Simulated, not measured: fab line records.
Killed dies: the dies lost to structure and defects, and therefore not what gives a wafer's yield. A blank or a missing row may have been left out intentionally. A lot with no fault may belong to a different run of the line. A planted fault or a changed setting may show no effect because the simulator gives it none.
Comparing a struck lot with a sound one + flow n5-finfet + 15 steps out of a route of 1938
Sound: the wafers L900.1, L900.5, L900.6. Struck: wafer L913.1 (left out: L913.2, L913.6 of the same lot, which were not struck); the cause appears at the end.
At each step with rows: each side's tool, then ch and its chambers, then its first start. Under that, the readings that differ: sound wafers + struck wafers + difference of the means + sigmas: that difference in standard deviations of wafers without a fault.
alike: readings with means less than 2 such deviations apart, plus words and numbers identical on both sides. not compared: withheld readings, readings lacking a value on some wafer, bounds such as >300 that could conceal the same value, and numbers that have no deviation in the record and whose values overlap.
A row with sigmas, a row that says differs or no value, or rows on one side alone: a step with any of these is where the two part. Numbers that have no deviation but don't overlap get no sigmas and don't part them. A reading that every wafer of one side lacks parts them only if that side has two wafers or more.

first, 5 steps without rows for these wafers: N5_PASSIVATION_SOFTBAKE_05 (time 90 s); N5_PASSIVATION_EXPOSE_07 (exposes mask TV, defocus 0 nm, target cd 3000 nm); N5_PASSIVATION_PEB_08; N5_PASSIVATION_DEVELOP_09 (develop time 60 s); N5_PASSIVATION_HARDBAKE_11 (time 120 s).
N5_PASSIVATION_CD_MEAS_10 targets a cd of 3000 nm.
  sound on cd-sem-03 ch 0, day 13 06:41; struck on cd-sem-03 ch 0, day 17 01:15
  alike: cd-nm
N5_PASSIVATION_OVL_MEAS_60:
  sound on overlay-01 ch 0, day 13 06:43; struck on overlay-02 ch 0, day 17 01:17
  alike: TV_OVL
N5_PASSIVATION_INSPECT_61: inspects for defects (macro).
  sound: defect-inspect-02 at day 13 06:44; struck: defect-inspect-01 at day 17 01:18
  alike: raw-defect-count
N5_PASSIVATION_DESCUM_12: chemistry O2, time 7.9 s.
  sound on rie-diel-02 ch 0,2,3, day 13 06:53; struck on rie-diel-02 ch 0, day 17 01:32
  alike: drypump-motor-current-A, oes-product-au, rf-vpp-V, showerhead-plenum-p-Torr, throttle-valve-pct
  not compared: rf-hours-counter-h
N5_PASSIVATION_PASS_ETCH_74: etches SiNx in CF4/O2, target depth 220 nm, time 110 s.
  sound on rie-diel-02 ch 0,2,3, day 13 06:58; struck on rie-diel-02 ch 0, day 17 01:37
  alike: bias-w, drypump-motor-current-A, oes-product-au, rf-vpp-V, showerhead-plenum-p-Torr, throttle-valve-pct
  not compared: rf-hours-counter-h
N5_PASSIVATION_VIA_ETCH_13: etches SiO2 in CHF3/O2, target depth 660 nm, time 330 s.
  sound on rie-diel-02 ch 0,2,3, day 13 07:03; struck on rie-diel-02 ch 0, day 17 01:42
| reading               | sound       | struck | difference | sigmas |
|-----------------------|-------------|--------|------------|--------|
| etch-rf-on-time-s (s) | 235 244 233 | 226    | -11        | -2     |
  alike: bias-w, drypump-motor-current-A, oes-product-au, rf-vpp-V, showerhead-plenum-p-Torr, throttle-valve-pct
  not compared: rf-hours-counter-h
N5_PASSIVATION_STRIP_14: strips in O2.
  sound on rie-diel-02 ch 0,2,3, day 13 07:14; struck on rie-diel-02 ch 0, day 17 01:54
  alike: drypump-motor-current-A, oes-product-au, rf-vpp-V, showerhead-plenum-p-Torr, throttle-valve-pct
  not compared: rf-hours-counter-h
N5_PASSIVATION_ETCH_15: etches SiCN in CF4/N2, target depth 75 nm, time 81.2 s.
  sound on rie-diel-02 ch 0,2,3, day 13 07:17; struck on rie-diel-02 ch 0, day 17 01:56
| reading                  | sound             | struck | difference | sigmas |
|--------------------------|-------------------|--------|------------|--------|
| bias-w (W)               | 70.22 70.21 70.32 | 75.66  | +5.41      | +26    |
| rf-vpp-V (V)             | 383.4 383.5 383.8 | 401.8  | +18.2      | +9     |
| model.etch.depth-nm (nm) | 65.09 65.36 67.66 | 68.1   | +2.1       |        |
  alike: drypump-motor-current-A, oes-product-au, showerhead-plenum-p-Torr, throttle-valve-pct
  not compared: rf-hours-counter-h
then, 1 step without rows for these wafers: N5_PASSIVATION_STRIP_73 (strips in post etch residue remover, time 60 s).
N5_PASSIVATION_PROBE_49:
  rows exist in the record for the sound wafers here (prober-02, day 13 14:19), none for the struck ones

== WHERE THEY PART ==
First at N5_PASSIVATION_VIA_ETCH_13; last, within this record, at N5_PASSIVATION_PROBE_49.

WHY: the cause the simulator had injected
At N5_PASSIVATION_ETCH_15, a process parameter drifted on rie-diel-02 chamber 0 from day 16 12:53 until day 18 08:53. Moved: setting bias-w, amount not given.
